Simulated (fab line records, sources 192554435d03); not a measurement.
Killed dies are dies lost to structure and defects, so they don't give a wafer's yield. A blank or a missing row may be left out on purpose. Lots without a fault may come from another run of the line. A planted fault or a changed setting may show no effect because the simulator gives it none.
fab line records | flow n5_finfet
record lots=5 wafers=15 last_day=17
route steps=1938 shown BEOL_M5@1130
lots that met no fault: from a run of the same line without faults
start_h: hours from the record's first day to the start of the lot's first wafer shown | wait_h: hours since the lot's step before | " the same as in the row above | L1.1+2: a row that stands for several wafers | - no value, or no start given | * or withheld: withheld | < > ~ a bound
route shown NAME@n: a module of which the file shows steps, and the number in the route of the first | usual: mean/standard deviation of fault-free wafers | same: alike in all rows | chamber/n: place in a boat | sites: the reading at each site | _std_site: their standard deviation | _edge_site: outer sites' mean less inner sites' | radius_mm: how far each site lies from the wafer's centre | mask NAME#n: copy n | behind: the tool/chamber that last shaped the wafer | hold: why the lot was held/for how many hours/how that ended | device: the transistor (n, p or np) that didn't switch | end of line: the same wafers' tests at the end of the route | a step without rows: its recipe alone | killed: dies lost to structure and defects at the first sort, not the wafer's yield | map: a wafer's dies, x killed, . not, _ none there
set.NAME: the setting as run; set.NAME@STEP: as run at that earlier step | model.NAME: the simulator's own value behind a step, which no gauge read
lots at some steps of the route; a table a step, a row a wafer
services: from which hour (start_h, from the record's first day; less than 0 if before it) a tool's chamber was out of use, for how many hours, and why
## steps
# step N5_BEOL_M5_ETCH_72
# recipe chemistry=N2/H2 target=underlayer target_depth_a=65 mask_material=CAR-EUV time_s=5.2 ion_energy_ev=200 pressure_mtorr=30 source_w=840 bias_w=150 n2_flow_sccm=200 h2_flow_sccm=200 ends=cleared
# usual drypump_motor_current_A=5.76/0.27 etch_rf_on_time_s=5.16/0.16 h2_flow_sccm=200.0/0.56 n2_flow_sccm=200.0/0.57 oes_product_au=0.66/0.062 rf_vpp_V=524.3/2.6 showerhead_plenum_p_Torr=2.55/0.089 throttle_valve_pct=17.95/0.18
# columns lot.wafer tool chamber start_h wait_h drypump_motor_current_A etch_rf_on_time_s h2_flow_sccm n2_flow_sccm oes_product_au rf_hours_counter_h rf_vpp_V showerhead_plenum_p_Torr throttle_valve_pct
L077.3 rie_diel-06 3 184.50 0.0 5.80 5.08 201.0 200.5 0.78 39 525.4 2.59 18.00
L077.4 " 1 " " 5.92 5.32 200.0 200.0 0.63 173 524.5 2.65 18.01
L077.6 " 2 " " 5.53 5.34 199.3 199.1 0.59 - 521.6 2.53 17.94
L081.2 rie_diel-03 1 214.77 0.0 6.24 5.06 200.5 200.2 0.62 201 520.5 2.42 18.11
L081.4 " 3 " " 5.24 5.12 200.5 200.2 0.63 - 521.5 2.53 18.09
L081.5 " 0 " " 5.38 5.18 199.1 200.8 0.60 - 523.9 2.52 18.15
L085.2 rie_diel-06 0 245.27 0.0 5.82 5.21 199.9 198.4 0.62 171 523.6 2.51 18.08
L085.3 " 3 " " 5.77 5.11 199.6 200.2 0.75 56 527.5 2.59 18.04
L085.6 " 2 " " 5.51 5.36 199.8 199.6 0.58 - 522.2 2.52 17.94
L091.2 rie_diel-03 0 275.38 0.0 5.39 5.26 200.6 200.6 0.59 230 523.6 2.51 18.21
L091.3 " 3 " " 5.26 5.06 199.4 199.2 0.62 212 524.0 2.52 18.11
L091.6 " 1 " " 6.24 5.02 200.5 199.1 0.60 - 519.8 2.41 18.12
L097.1 rie_diel-05 3 304.21 0.0 6.14 5.37 200.1 199.9 0.71 53 527.2 2.69 17.99
L097.2 " 0 " " 5.86 4.98 199.9 199.5 0.64 187 520.1 2.42 18.06
L097.5 " 2 " " 5.58 4.88 200.1 199.6 0.73 - 524.9 2.57 17.74
# step N5_BEOL_M5_ETCH_61
# recipe chemistry=CF4 target=SiARC target_depth_a=156 mask_material=CAR-EUV time_s=26 ion_energy_ev=80 pressure_mtorr=40 source_w=545 bias_w=36 Ar_flow_sccm=100 cf4_flow_sccm=100 ends=cleared
# usual drypump_motor_current_A=5.76/0.27 etch_rf_on_time_s=25.8/0.79 oes_product_au=0.66/0.062 rf_vpp_V=184.3/1.2 showerhead_plenum_p_Torr=2.15/0.067 throttle_valve_pct=15.71/0.18
# columns lot.wafer tool chamber start_h wait_h drypump_motor_current_A etch_rf_on_time_s oes_product_au rf_hours_counter_h rf_vpp_V showerhead_plenum_p_Torr throttle_valve_pct
L077.3 rie_diel-06 3 184.52 0.0 5.78 25.3 0.77 39 185.3 2.17 15.68
L077.4 " 1 " " 5.89 26.9 0.62 173 185.9 2.23 15.76
L077.6 " 2 " " 5.52 26.7 0.59 - 184.9 2.12 15.57
L081.2 rie_diel-03 1 214.79 0.0 6.21 25.1 0.61 201 182.3 2.05 15.85
L081.4 " 3 " " 5.25 25.6 0.63 - 184.0 2.14 15.73
L081.5 " 0 " " 5.38 26.2 0.59 - 184.0 2.12 15.81
L085.2 rie_diel-06 0 245.29 0.0 5.83 25.7 0.62 171 183.5 2.14 15.91
L085.3 " 3 " " 5.76 25.5 0.75 56 184.8 2.17 15.73
L085.6 " 2 " " 5.51 26.6 0.58 - 184.6 2.11 15.59
L091.2 rie_diel-03 0 275.40 0.0 5.42 26.0 0.59 230 183.4 2.12 15.82
L091.3 " 3 " " 5.25 25.5 0.62 212 183.0 2.13 15.80
L091.6 " 1 " " 6.25 25.5 0.60 - 181.8 2.04 15.90
L097.1 rie_diel-05 3 304.23 0.0 6.13 26.6 0.70 53 185.7 2.26 15.68
L097.2 " 0 " " 5.84 24.6 0.64 187 183.4 2.06 16.01
L097.5 " 2 " " 5.57 24.2 0.73 - 184.8 2.16 15.47
# step N5_BEOL_M5_ETCH_62
# recipe chemistry=N2/H2 target=SOC target_depth_a=750 overetch_a=150 mask_material=SiARC temp_c=40 time_s=112.5 ion_energy_ev=200 pressure_mtorr=30 source_w=840 bias_w=150 n2_flow_sccm=200 h2_flow_sccm=200
# usual drypump_motor_current_A=5.76/0.27 h2_flow_sccm=200.0/0.56 n2_flow_sccm=199.9/0.61 oes_product_au=0.61/0.056 rf_vpp_V=524.0/2.5 showerhead_plenum_p_Torr=2.55/0.089 throttle_valve_pct=17.91/0.18
# columns lot.wafer tool chamber start_h wait_h drypump_motor_current_A h2_flow_sccm n2_flow_sccm oes_product_au rf_hours_counter_h rf_vpp_V showerhead_plenum_p_Torr throttle_valve_pct
L077.3 rie_diel-06 3 184.55 0.0 5.78 200.0 199.8 0.71 39 525.8 2.59 17.98
L077.4 " 1 " " 5.89 199.0 198.5 0.59 173 526.4 2.65 17.94
L077.6 " 2 " " 5.51 200.3 199.2 0.56 - 523.1 2.53 17.88
L081.2 rie_diel-03 1 214.81 0.0 6.25 200.3 201.2 0.56 201 520.3 2.42 18.06
L081.4 " 3 " " 5.25 201.1 200.0 0.58 - 523.6 2.53 18.02
L081.5 " 0 " " 5.39 200.4 200.0 0.56 - 524.1 2.52 18.11
L085.2 rie_diel-06 0 245.32 0.0 5.83 200.5 200.4 0.58 171 522.1 2.51 18.03
L085.3 " 3 " " 5.79 200.2 199.1 0.68 56 524.9 2.59 18.01
L085.6 " 2 " " 5.50 199.9 199.3 0.54 - 522.0 2.52 17.90
L091.2 rie_diel-03 0 275.42 0.0 5.38 200.1 201.0 0.55 230 523.6 2.51 18.16
L091.3 " 3 " " 5.26 200.0 199.9 0.57 212 522.7 2.52 18.06
L091.6 " 1 " " 6.21 199.4 201.0 0.55 - 519.9 2.41 18.09
L097.1 rie_diel-05 3 304.26 0.0 6.15 200.0 200.0 0.67 53 525.9 2.69 17.98
L097.2 " 0 " " 5.84 199.8 199.2 0.57 187 520.7 2.42 17.98
L097.5 " 2 " " 5.55 201.0 200.5 0.64 - 525.8 2.57 17.66
# step N5_BEOL_M5_STRIP_63
# recipe chemistry=N2/H2 temp_c=40 n2_flow_sccm=200 h2_flow_sccm=200 rf_frequency_hz=6e+07
# columns lot.wafer tool chamber start_h wait_h
L077.3+4+6 rie_diel-06 3,1,2 184.65 0.1
L081.2+4+5 rie_diel-03 1,3,0 214.92 0.1
L085.2+3+6 rie_diel-06 0,3,2 245.43 0.1
L091.2+3+6 rie_diel-03 0,3,1 275.53 0.1
L097.1+2+5 rie_diel-05 3,0,2 304.36 0.1
# step N5_BEOL_M5_STRIP_73
# recipe chemistry=N2/H2 temp_c=40 n2_flow_sccm=200 h2_flow_sccm=200 rf_frequency_hz=6e+07
# columns lot.wafer tool chamber start_h wait_h
L077.3+4+6 rie_diel-06 3,1,2 184.66 0.0
L081.2+4+5 rie_diel-03 1,3,0 214.93 0.0
L085.2+3+6 rie_diel-06 0,3,2 245.44 0.0
L091.2+3+6 rie_diel-03 0,3,1 275.54 0.0
L097.1+2+5 rie_diel-05 3,0,2 304.37 0.0
# step N5_BEOL_M5_STRIP_64
# recipe chemistry=CF4 resist=SiARC power_w=300 bias_power_w=75 pressure_mtorr=50 cf4_flow_sccm=150 rf_frequency_hz=6e+07
# usual drypump_motor_current_A=5.75/0.27 oes_product_au=0.76/0.07 rf_vpp_V=271.3/1.5 showerhead_plenum_p_Torr=1.81/0.053 throttle_valve_pct=13.69/0.19
# columns lot.wafer tool chamber start_h wait_h drypump_motor_current_A oes_product_au rf_hours_counter_h rf_vpp_V showerhead_plenum_p_Torr throttle_valve_pct
L077.3 rie_diel-06 3 184.67 0.0 5.81 0.88 39 274.5 1.82 13.58
L077.4 " 1 " " 5.93 0.73 173 273.2 1.87 13.79
L077.6 " 2 " " 5.51 0.69 - 270.4 1.78 13.61
L081.2 rie_diel-03 1 214.94 0.0 6.22 0.70 201 269.0 1.72 13.85
L081.4 " 3 " " 5.22 0.73 - 271.8 1.79 13.70
L081.5 " 0 " " 5.37 0.70 - 272.3 1.78 13.78
L085.2 rie_diel-06 0 245.45 0.0 5.84 0.72 171 271.3 1.81 13.92
L085.3 " 3 " " 5.78 0.86 56 272.8 1.81 13.63
L085.6 " 2 " " 5.53 0.68 - 271.5 1.78 13.65
L091.2 rie_diel-03 0 275.55 0.0 5.42 0.69 230 271.4 1.78 13.83
L091.3 " 3 " " 5.23 0.71 212 271.0 1.79 13.77
L091.6 " 1 " " 6.23 0.68 - 269.3 1.71 13.90
L097.1 rie_diel-05 3 304.38 0.0 6.12 0.82 53 274.1 1.89 13.61
L097.2 " 0 " " 5.85 0.72 187 269.1 1.74 14.02
L097.5 " 2 " " 5.59 0.81 - 271.7 1.81 13.45
# step N5_BEOL_M5_HM_OPEN_17
# recipe chemistry=Cl2/BCl3 target_depth_a=200 overetch_a=60 target=TiN mask_material=SOC ion_energy_ev=150 pressure_mtorr=10 icp_w=1000 bias_w=126 Cl2_flow_sccm=53.25 bcl3_flow_sccm=21.75 Ar_flow_sccm=25
# usual drypump_motor_current_A=5.44/0.22 he_backside_leak_sccm=3.36/0.23 oes_product_au=0.68/0.075 throttle_valve_pct=22.32/0.26
# columns lot.wafer tool chamber start_h wait_h drypump_motor_current_A he_backside_leak_sccm oes_product_au rf_hours_counter_h throttle_valve_pct
L077.3 rie_metal-02 0 184.74 0.1 5.61 3.34 0.64 - 22.36
L077.4 " 1 " " 5.06 3.52 0.80 - 22.47
L077.6 " 0 " " 5.63 3.20 0.65 - 22.34
L081.2 rie_metal-01 1 214.98 0.0 5.34 3.02 0.69 22 21.90
L081.4 " 0 " " 5.44 3.20 0.57 - 22.63
L081.5 " 0 " " 5.44 3.26 0.56 - 22.63
L085.2 rie_metal-01 1 245.49 0.0 5.31 3.14 0.69 24 21.90
L085.3 " 1 " " 5.32 3.12 0.69 - 21.91
L085.6 " 0 " " 5.46 3.41 0.56 - 22.64
L091.2 rie_metal-03 0 275.59 0.0 5.44 3.20 0.67 41 22.25
L091.3 " 0 " " 5.45 3.38 0.67 - 22.24
L091.6 " 1 " " 5.85 3.54 0.76 - 22.38
L097.1 rie_metal-01 1 304.42 0.0 5.35 3.23 0.67 29 21.94
L097.2 " 0 " " 5.50 3.26 0.56 99 22.65
L097.5 " 1 " " 5.34 3.35 0.68 - 21.91
# step N5_BEOL_M5_STRIP_19
# recipe chemistry=O2 power_w=400 temp_c=40 pressure_mtorr=30 rf_frequency_hz=6e+07 bias_power_w=0 overash_fraction=0.2 o2_flow_sccm=225
# usual drypump_motor_current_A=5.76/0.26 oes_product_au=0.76/0.074 rf_vpp_V=3.6/0.48 showerhead_plenum_p_Torr=2.10/0.071 throttle_valve_pct=16.74/0.2
# columns lot.wafer tool chamber start_h wait_h drypump_motor_current_A oes_product_au rf_hours_counter_h rf_vpp_V showerhead_plenum_p_Torr throttle_valve_pct
L077.3 rie_diel-06 1 184.88 0.1 5.94 0.72 173 3.1 2.20 16.87
L077.4 " 2 " " 5.50 0.70 210 3.8 2.09 16.69
L077.6 " 3 " " 5.79 0.91 - 3.4 2.14 16.85
L081.2 rie_diel-06 1 215.10 0.1 5.95 0.71 181 2.9 2.19 16.87
L081.4 " 2 " " 5.53 0.69 219 4.4 2.08 16.71
L081.5 " 0 " " 5.83 0.72 - 2.8 2.09 16.91
L085.2 rie_diel-05 2 245.61 0.1 5.53 0.84 67 3.9 2.11 16.46
L085.3 " 1 " " 5.75 0.72 184 3.0 2.07 16.37
L085.6 " 1 " " 5.76 0.72 - 3.4 2.07 16.39
L091.2 rie_diel-03 1 275.74 0.1 6.22 0.68 223 3.2 1.99 16.95
L091.3 " 0 " " 5.41 0.69 230 4.3 2.05 16.78
L091.6 " 0 " " 5.41 0.69 - 4.0 2.05 16.79
L097.1 rie_diel-05 2 304.53 0.1 5.55 0.82 81 3.5 2.11 16.52
L097.2 " 1 " " 5.73 0.71 202 2.8 2.06 16.40
L097.5 " 0 " " 5.85 0.73 - 3.0 2.00 17.02
# step N5_BEOL_M5_CD_MEAS_18
# recipe pitch_nm=56 target_cd_nm=28
# usual cd_nm=27.9/0.38
# columns lot.wafer tool chamber start_h wait_h cd_nm
L077.3 cd_sem-03 - 184.96 0.1 27.7
L077.4 " - " " 28.1
L077.6 " - " " 27.4
L081.2 cd_sem-03 - 215.17 0.1 28.3
L081.4 " - " " 28.1
L081.5 " - " " 28.0
L085.2 cd_sem-03 - 245.68 0.1 28.4
L085.3 " - " " 28.8
L085.6 " - " " 28.2
L091.2 cd_sem-02 - 275.82 0.1 27.6
L091.3 " - " " 28.1
L091.6 " - " " 28.0
L097.1 cd_sem-01 - 304.60 0.0 27.3
L097.2 " - " " 27.5
L097.5 " - " " 27.4
# step N5_BEOL_M5_COAT_65
# recipe resist=SOC temp_c=250 time_s=60 spin_rpm=1500 resist_thk_nm=60
# columns lot.wafer tool chamber start_h wait_h
L077.3+4+6 litho_track-03 0 184.99 0.0
L081.2+4+5 litho_track-02 0 217.15 2.0
L085.2+3+6 litho_track-01 0 248.59 2.9
L091.2+3+6 litho_track-01 0 276.08 0.3
L097.1+2+5 litho_track-03 0 304.65 0.0
# step N5_BEOL_M5_COAT_66
# recipe resist=SiARC temp_c=220 time_s=60 spin_rpm=1500 resist_thk_nm=12
# columns lot.wafer tool chamber start_h wait_h
L077.3+4+6 litho_track-03 0 - -
L081.2+4+5 litho_track-02 0 - -
L085.2+3+6 litho_track-01 0 - -
L091.2+3+6 litho_track-01 0 - -
L097.1+2+5 litho_track-03 0 - -
# step N5_BEOL_M5_COAT_74
# recipe resist=underlayer temp_c=205 time_s=60 spin_rpm=1500 resist_thk_nm=5
# columns lot.wafer tool chamber start_h wait_h
L077.3+4+6 litho_track-03 0 - -
L081.2+4+5 litho_track-02 0 - -
L085.2+3+6 litho_track-01 0 - -
L091.2+3+6 litho_track-01 0 - -
L097.1+2+5 litho_track-03 0 - -
# step N5_BEOL_M5_COAT_22
# recipe resist=CAR-EUV spin_rpm=1500 resist_thk_nm=30
# columns lot.wafer tool chamber start_h wait_h
L077.3+4+6 litho_track-03 0 - -
L081.2+4+5 litho_track-02 0 - -
L085.2+3+6 litho_track-01 0 - -
L091.2+3+6 litho_track-01 0 - -
L097.1+2+5 litho_track-03 0 - -
# step N5_BEOL_M5_EBR_24
# recipe solvent=PGMEA ebr_width_mm=1.5
# columns lot.wafer tool chamber start_h wait_h
L077.3+4+6 litho_track-03 0 - -
L081.2+4+5 litho_track-02 0 - -
L085.2+3+6 litho_track-01 0 - -
L091.2+3+6 litho_track-01 0 - -
L097.1+2+5 litho_track-03 0 - -
# step N5_BEOL_M5_SOFTBAKE_23
# recipe temp_c=110 time_s=60 resist=CAR-EUV
# columns lot.wafer tool chamber start_h wait_h
L077.3+4+6 litho_track-03 0 - -
L081.2+4+5 litho_track-02 0 - -
L085.2+3+6 litho_track-01 0 - -
L091.2+3+6 litho_track-01 0 - -
L097.1+2+5 litho_track-03 0 - -
# step N5_BEOL_M5_EXPOSE_25
# recipe mask_id=V4 na=0.33 source_shape=quasar sigma_inner=0.2 sigma_outer=0.6 polarization=unpolarized defocus_nm=10 dose_mj=52.75
# columns lot.wafer tool chamber start_h wait_h mask
L077.3+4+6 euv_scanner-02 0 185.15 - V4#0
L081.2+4+5 euv_scanner-01 0 217.30 - V4#0
L085.2+3+6 euv_scanner-01 0 249.78 - V4#0
L091.2+3+6 euv_scanner-02 0 276.35 - V4#0
L097.1+2+5 euv_scanner-01 0 304.91 - V4#0
# step N5_BEOL_M5_PEB_26
# recipe peb_temp_c=100 peb_time_s=60 resist=CAR-EUV
# columns lot.wafer tool chamber start_h wait_h
L077.3+4+6 litho_track-02 0 185.20 0.0
L081.2+4+5 litho_track-01 0 217.36 0.1
L085.2+3+6 litho_track-03 0 249.84 0.1
L091.2+3+6 litho_track-01 0 276.42 0.1
L097.1+2+5 litho_track-03 0 304.98 0.1
# step N5_BEOL_M5_DEVELOP_27
# recipe develop_time_s=30 developer=TMAH resist=CAR-EUV rinse_liquid=surfactant_rinse dry=air_spin dev_temp_c=23
# columns lot.wafer tool chamber start_h wait_h
L077.3+4+6 litho_track-02 0 - -
L081.2+4+5 litho_track-01 0 - -
L085.2+3+6 litho_track-03 0 - -
L091.2+3+6 litho_track-01 0 - -
L097.1+2+5 litho_track-03 0 - -
# step N5_BEOL_M5_CD_MEAS_28
# recipe target_cd_nm=30.6 landing_energy_ev=500 detector=se_inlens target_cd_y_nm=20 polarity=opening
# usual cd_nm=30.50/0.23
# columns lot.wafer tool chamber start_h wait_h cd_nm
L077.3 cd_sem-01 0 185.27 - 30.55
L077.4 " 0 " " 30.24
L077.6 " 0 " " 30.33
L081.2 cd_sem-02 0 217.43 - 30.81
L081.4 " 0 " " 30.59
L081.5 " 0 " " 30.70
L085.2 cd_sem-01 0 249.91 - 30.43
L085.3 " 0 " " 30.70
L085.6 " 0 " " 30.56
L091.2 cd_sem-03 0 276.48 - 30.49
L091.3 " 0 " " 30.79
L091.6 " 0 " " 30.65
L097.1 cd_sem-03 0 305.05 - 30.39
L097.2 " 0 " " 30.25
L097.5 " 0 " " 30.27
# step N5_BEOL_M5_OVL_MEAS_29
# recipe points_per_wafer=522
# usual V4_OVL=0.5/0.63
# columns lot.wafer tool chamber start_h wait_h V4_OVL[nm]
L077.3 overlay-01 0 185.31 0.0 -0.4
L077.4 " 0 " " -0.6
L077.6 " 0 " " -0.1
L081.2 overlay-02 0 217.47 0.0 0.6
L081.4 " 0 " " 0.4
L081.5 " 0 " " 0.2
L085.2 overlay-02 0 249.95 0.0 1.8
L085.3 " 0 " " 1.1
L085.6 " 0 " " 0.5
L091.2 overlay-02 0 276.52 0.0 0.4
L091.3 " 0 " " 1.1
L091.6 " 0 " " 0.4
L097.1 overlay-02 0 305.08 0.0 0.3
L097.2 " 0 " " 1.1
L097.5 " 0 " " -0.1
# step N5_BEOL_M5_INSPECT_30
# recipe mode=adi inspect_instrument=brightfield
# usual raw_defect_count=443/98
# columns lot.wafer tool chamber start_h wait_h raw_defect_count
L077.3 defect_inspect-02 - 185.36 0.0 591
L077.4 " - " " 498
L077.6 " - " " 614
L081.2 defect_inspect-02 - 217.52 0.0 296
L081.4 " - " " 342
L081.5 " - " " 435
L085.2 defect_inspect-01 - 250.00 0.0 427
L085.3 " - " " 389
L085.6 " - " " 456
L091.2 defect_inspect-01 - 276.57 0.0 474
L091.3 " - " " 346
L091.6 " - " " 354
L097.1 defect_inspect-01 - 305.14 0.1 703
L097.2 " - " " 497
L097.5 " - " " 575
# step N5_BEOL_M5_DESCUM_33
# recipe chemistry=O2 time_s=7 source_power_w=50 bias_power_w=20 pressure_mtorr=20 rf_frequency_hz=2.712e+07 temp_c=40 resist=CAR-EUV o2_flow_sccm=225
# usual drypump_motor_current_A=5.76/0.28 oes_product_au=0.76/0.076 rf_vpp_V=243.3/1.5 showerhead_plenum_p_Torr=2.10/0.076 throttle_valve_pct=20.50/0.22
# columns lot.wafer tool chamber start_h wait_h drypump_motor_current_A oes_product_au rf_hours_counter_h rf_vpp_V showerhead_plenum_p_Torr throttle_valve_pct
L077.3 rie_diel-03 0 185.39 0.0 5.39 0.72 200 242.4 2.06 20.48
L077.4 " 3 " " 5.23 0.74 180 243.7 2.07 20.42
L077.6 " 1 " " 6.24 0.71 - 241.5 2.00 20.65
L081.2 rie_diel-06 3 217.55 0.0 5.79 0.88 48 243.5 2.14 20.70
L081.4 " 0 " " 5.82 0.72 162 242.2 2.09 20.70
L081.5 " 1 " " 5.94 0.72 - 244.5 2.19 20.63
L085.2 rie_diel-06 3 250.18 0.2 5.80 0.86 58 244.2 2.13 20.71
L085.3 " 2 " " 5.51 0.69 229 242.2 2.08 20.51
L085.6 " 1 " " 5.91 0.71 - 244.5 2.18 20.66
L091.2 rie_diel-06 2 276.61 0.0 5.53 0.69 237 242.8 2.07 20.50
L091.3 " 1 " " 5.90 0.71 200 243.3 2.18 20.65
L091.6 " 2 " " 5.52 0.69 - 243.3 2.07 20.51
L097.1 rie_diel-06 3 305.17 0.0 5.76 0.85 76 243.4 2.13 20.75
L097.2 " 1 " " 5.89 0.70 210 243.4 2.18 20.69
L097.5 " 0 " " 5.83 0.71 - 243.5 2.08 20.73
# step N5_BEOL_M5_ETCH_75
# recipe chemistry=N2/H2 target=underlayer target_depth_a=65 mask_material=CAR-EUV time_s=5.2 ion_energy_ev=200 pressure_mtorr=30 source_w=840 bias_w=150 n2_flow_sccm=200 h2_flow_sccm=200 ends=cleared
# usual drypump_motor_current_A=5.77/0.28 etch_rf_on_time_s=5.15/0.16 h2_flow_sccm=200.1/0.66 n2_flow_sccm=199.9/0.55 oes_product_au=0.65/0.063 rf_vpp_V=524.1/2.8 showerhead_plenum_p_Torr=2.55/0.092 throttle_valve_pct=17.95/0.19
# columns lot.wafer tool chamber start_h wait_h drypump_motor_current_A etch_rf_on_time_s h2_flow_sccm n2_flow_sccm oes_product_au rf_hours_counter_h rf_vpp_V showerhead_plenum_p_Torr throttle_valve_pct
L077.3 rie_diel-03 0 185.43 0.0 5.37 5.29 200.2 199.0 0.61 200 522.4 2.53 18.15
L077.4 " 3 " " 5.26 5.22 199.6 199.5 0.62 180 522.5 2.53 18.04
L077.6 " 1 " " 6.25 5.07 200.0 200.3 0.60 - 520.4 2.43 18.10
L081.2 rie_diel-06 3 217.59 0.0 5.82 5.09 200.8 199.8 0.76 48 524.0 2.59 18.02
L081.4 " 0 " " 5.84 5.20 200.4 200.3 0.62 162 524.6 2.52 18.02
L081.5 " 1 " " 5.93 5.34 199.5 199.6 0.62 - 527.9 2.64 18.00
L085.2 rie_diel-06 3 250.21 0.0 5.77 5.10 199.5 200.5 0.75 58 525.7 2.58 18.06
L085.3 " 2 " " 5.51 5.39 200.2 200.1 0.57 229 524.2 2.52 17.95
L085.6 " 1 " " 5.93 5.33 200.4 199.3 0.61 - 526.2 2.64 18.03
L091.2 rie_diel-06 2 276.64 0.0 5.54 5.33 201.0 199.5 0.56 237 521.3 2.52 17.95
L091.3 " 1 " " 5.90 5.32 200.6 199.9 0.60 200 526.1 2.64 18.05
L091.6 " 2 " " 5.55 5.32 201.1 200.1 0.58 - 523.0 2.52 17.95
L097.1 rie_diel-06 3 305.21 0.0 5.75 5.11 199.4 200.0 0.71 76 524.8 2.58 18.12
L097.2 " 1 " " 5.94 5.27 200.1 199.6 0.61 210 526.9 2.63 18.05
L097.5 " 0 " " 5.83 5.21 201.0 200.3 0.61 - 522.6 2.51 18.09
# step N5_BEOL_M5_ETCH_67
# recipe chemistry=CF4 target=SiARC target_depth_a=156 mask_material=CAR-EUV time_s=26 ion_energy_ev=80 pressure_mtorr=40 source_w=545 bias_w=36 Ar_flow_sccm=100 cf4_flow_sccm=100 ends=cleared
# usual drypump_motor_current_A=5.76/0.28 etch_rf_on_time_s=25.7/0.81 oes_product_au=0.65/0.061 rf_vpp_V=184.2/1.2 showerhead_plenum_p_Torr=2.15/0.069 throttle_valve_pct=15.71/0.18
# columns lot.wafer tool chamber start_h wait_h drypump_motor_current_A etch_rf_on_time_s oes_product_au rf_hours_counter_h rf_vpp_V showerhead_plenum_p_Torr throttle_valve_pct
L077.3 rie_diel-03 0 185.44 0.0 5.37 26.1 0.61 200 185.6 2.13 15.78
L077.4 " 3 " " 5.25 25.8 0.63 180 184.8 2.14 15.74
L077.6 " 1 " " 6.20 25.3 0.62 - 183.3 2.05 15.85
L081.2 rie_diel-06 3 217.61 0.0 5.80 25.2 0.77 48 185.2 2.17 15.69
L081.4 " 0 " " 5.83 25.7 0.62 162 184.3 2.15 15.89
L081.5 " 1 " " 5.91 26.6 0.62 - 184.9 2.22 15.76
L085.2 rie_diel-06 3 250.23 0.0 5.78 25.6 0.75 58 185.6 2.17 15.73
L085.3 " 2 " " 5.51 26.9 0.58 229 183.6 2.11 15.61
L085.6 " 1 " " 5.91 26.9 0.61 - 184.8 2.22 15.82
L091.2 rie_diel-06 2 276.66 0.0 5.52 26.6 0.58 237 184.4 2.11 15.62
L091.3 " 1 " " 5.88 26.7 0.61 200 182.9 2.22 15.83
L091.6 " 2 " " 5.51 26.8 0.57 - 183.3 2.11 15.61
L097.1 rie_diel-06 3 305.22 0.0 5.85 25.8 0.72 76 183.8 2.16 15.76
L097.2 " 1 " " 5.90 26.4 0.60 210 185.3 2.21 15.85
L097.5 " 0 " " 5.84 25.9 0.61 - 184.2 2.14 15.95
# step N5_BEOL_M5_ETCH_68
# recipe chemistry=N2/H2 target=SOC target_depth_a=800 overetch_a=160 mask_material=SiARC temp_c=40 time_s=120 ion_energy_ev=200 pressure_mtorr=30 source_w=840 bias_w=150 n2_flow_sccm=200 h2_flow_sccm=200
# usual drypump_motor_current_A=5.77/0.28 h2_flow_sccm=200.0/0.59 n2_flow_sccm=199.9/0.58 oes_product_au=0.58/0.054 rf_vpp_V=524.0/2.6 showerhead_plenum_p_Torr=2.55/0.092 throttle_valve_pct=17.91/0.19
# columns lot.wafer tool chamber start_h wait_h drypump_motor_current_A h2_flow_sccm n2_flow_sccm oes_product_au rf_hours_counter_h rf_vpp_V showerhead_plenum_p_Torr throttle_valve_pct
L077.3 rie_diel-03 0 185.47 0.0 5.40 199.3 199.7 0.54 200 524.4 2.53 18.12
L077.4 " 3 " " 5.28 200.8 200.3 0.56 180 523.7 2.53 18.01
L077.6 " 1 " " 6.22 200.6 200.2 0.54 - 521.6 2.42 18.04
L081.2 rie_diel-06 3 217.63 0.0 5.79 200.3 200.1 0.68 48 524.8 2.59 18.01
L081.4 " 0 " " 5.83 199.7 200.4 0.55 162 524.6 2.52 18.03
L081.5 " 1 " " 5.92 199.5 198.8 0.56 - 527.8 2.64 17.96
L085.2 rie_diel-06 3 250.26 0.0 5.79 198.9 199.8 0.66 58 523.9 2.59 18.01
L085.3 " 2 " " 5.53 200.8 199.3 0.52 229 523.8 2.52 17.91
L085.6 " 1 " " 5.90 200.2 199.6 0.57 - 525.5 2.64 17.98
L091.2 rie_diel-06 2 276.69 0.0 5.53 201.0 200.6 0.53 237 524.1 2.52 17.92
L091.3 " 1 " " 5.93 198.9 200.2 0.55 200 526.6 2.64 18.00
L091.6 " 2 " " 5.53 200.2 200.2 0.52 - 522.9 2.52 17.93
L097.1 rie_diel-06 3 305.25 0.0 5.77 200.0 199.8 0.65 76 524.2 2.58 18.03
L097.2 " 1 " " 5.93 200.0 199.7 0.55 210 525.6 2.63 18.01
L097.5 " 0 " " 5.84 200.0 200.6 0.54 - 522.6 2.51 18.06
# step N5_BEOL_M5_STRIP_69
# recipe chemistry=N2/H2 temp_c=40 n2_flow_sccm=200 h2_flow_sccm=200 rf_frequency_hz=6e+07
# columns lot.wafer tool chamber start_h wait_h
L077.3+4+6 rie_diel-03 0,3,1 185.55 0.0
L081.2+4+5 rie_diel-06 3,0,1 217.71 0.0
L085.2+3+6 rie_diel-06 3,2,1 250.34 0.0
L091.2+3+6 rie_diel-06 2,1,2 276.77 0.0
L097.1+2+5 rie_diel-06 3,1,0 305.33 0.0
# step N5_BEOL_M5_STRIP_76
# recipe chemistry=N2/H2 temp_c=40 n2_flow_sccm=200 h2_flow_sccm=200 rf_frequency_hz=6e+07
# columns lot.wafer tool chamber start_h wait_h
L077.3+4+6 rie_diel-03 0,3,1 185.56 0.0
L081.2+4+5 rie_diel-06 3,0,1 217.72 0.0
L085.2+3+6 rie_diel-06 3,2,1 250.35 0.0
L091.2+3+6 rie_diel-06 2,1,2 276.78 0.0
L097.1+2+5 rie_diel-06 3,1,0 305.34 0.0
## services
# columns tool chamber start_h hours kind
euv_scanner-01 - 168.89 1.0 pm
euv_scanner-02 - 175.33 1.0 pm
euv_scanner-02 0 176.67 - calibration
litho_track-01 - 177.34 - consumable_replace:filter
euv_scanner-02 - 190.16 4.6 pm
euv_scanner-01 - 203.30 4.6 pm
rie_diel-03 2 214.25 38.8 repair
euv_scanner-01 - 217.70 30.9 repair
euv_scanner-02 - 245.52 1.0 pm
euv_scanner-02 - 246.53 5.8 pm
litho_track-01 - 252.96 - consumable_replace:filter
euv_scanner-01 0 253.38 - calibration
euv_scanner-01 - 255.61 1.9 repair
rie_diel-06 0 270.40 9.1 repair
rie_diel-05 2 270.47 12.0 repair
rie_metal-03 - 272.56 2.8 pm
euv_scanner-01 - 281.17 1.0 pm
euv_scanner-01 - 282.28 12.0 pm
euv_scanner-02 - 294.28 1.0 pm
## key
fault none
